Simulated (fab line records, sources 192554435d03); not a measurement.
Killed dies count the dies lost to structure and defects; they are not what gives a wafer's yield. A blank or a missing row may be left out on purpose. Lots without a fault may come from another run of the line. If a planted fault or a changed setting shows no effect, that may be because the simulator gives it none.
One fault seen from 3 desks ; flow n5 finfet ; each desk has only its own numbers; what lay behind them comes last

## THE TOOL OWNER'S DESK: litho track-02
The tool's own readings at N5_FIN_SAQP_PEB_14 (peb time 60 s): means of the sampled wafers that have a number, for each lot that ran on this tool. A lot is out of limits, marked OUT, if its mean lies more than 4 standard deviations from the usual mean; the brackets give that distance.
Columns: A = exhaust pa at N5_FIN_SAQP_PEB_14, usual 45.0 Pa
lot;first seen here;A
L459;day 2 03:50;45.9
L462;day 2 22:03;44.8
L464;day 3 09:56;45.3
L474;day 5 22:08;43.4
L476;day 6 10:16;45.3
L477;day 6 15:44;44.5
L478;day 6 21:58;46.3
This desk's finding: nothing out of limits on any of the 7 lots.

## FROM THE METROLOGY DESK
What the gauges read for every lot (on any tool): the sampled wafers with a number, averaged. A lot is out of limits, marked OUT, if its mean lies more than 4 standard deviations from the usual mean; the brackets give that distance. 7 of its 12 readings are shown: the first one out of limits and those lying furthest out on some lot.
Columns: A = cd nm at N5_FIN_SAQP_CD_MEAS_16, usual 35.60 nm; B = DIBL_N at N5_BEOL_M4_RC_MEAS_101, usual 36.3 mV/V; C = IOFF_N at N5_BEOL_M4_RC_MEAS_101, usual 0.155 nA/um; D = IOFF_P at N5_BEOL_M4_RC_MEAS_101, usual 0.211 nA/um; E = ION_N at N5_BEOL_M4_RC_MEAS_101, usual 672 uA/um; F = ION_P at N5_BEOL_M4_RC_MEAS_101, usual 462 uA/um; G = VT_N at N5_BEOL_M4_RC_MEAS_101, usual 249.9 mV
lot;first seen here;A;B;C;D;E;F;G
L459;day 2 03:32;35.53;36.8;0.176;0.225;674;461;247.7
L462;day 2 21:38;37.43 (+6.3) OUT;36.5;0.158;0.238;672;469;249.2
L464;day 3 09:39;37.61 (+6.9) OUT;37.6;0.161;0.201;674;455;248.8
L471;day 5 05:28;35.88;36.3;0.138;0.231;659;458;253.6
L474;day 5 21:51;35.60;35.3;0.141;0.200;664;459;252.7
L475;day 6 03:52;35.48;36.2;0.168;0.226;688;471;246.1
L476;day 6 09:56;35.92;37.6;0.160;0.215;675;461;249.6
L477;day 6 15:26;35.72;36.5;0.157;0.212;675;466;249.4
L478;day 6 21:34;35.21;37.9;0.183;0.249;684;472;246.4
This desk's finding: out of limits on L462, L464; first on L462, day 2 22:07 (cd nm at N5_FIN_SAQP_CD_MEAS_16). Within limits: L459, L471, L474, L475, L476, L477, L478.

## THE DEFECT DESK
For each lot, the counts of the inspections along the route, averaged over the sampled wafers that have a number. A lot is out of limits, marked OUT, if its mean lies more than 4 standard deviations from the usual mean; the brackets give that distance.
Columns: A = raw defect count at N5_PMOS_HMC_CHANNEL_EPI_INSPECT_30, usual 19
lot;first seen here;A
L459;day 2 02:31;22
L462;day 2 20:39;11
L464;day 3 07:56;23
L471;day 5 02:57;13
L474;day 5 20:52;13
L475;day 6 03:01;26
L476;day 6 08:50;13
L477;day 6 14:36;23
L478;day 6 20:39;16
This desk's finding: nothing out of limits on any of the 9 lots.

## TAKEN TOGETHER
L462, L464 would have let the metrology desk raise an alarm at day 2 22:07.
The tool owner's desk saw nothing out of limits.
No out-of-limits result turned up at the defect desk.
Tool owner's desk: L462, L464 on record, inside its limits.
The defect desk has L462, L464 on record, within its limits.
All the named lots went through N5_FIN_SAQP_PEB_14 on litho track-02.

## WHAT THE SIMULATOR PUT IN
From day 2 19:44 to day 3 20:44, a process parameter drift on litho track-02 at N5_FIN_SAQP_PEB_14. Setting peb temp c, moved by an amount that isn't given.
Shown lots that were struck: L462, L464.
Time in hours between the start of the fault and the first out-of-limits reading at each desk: metrology desk, 2.
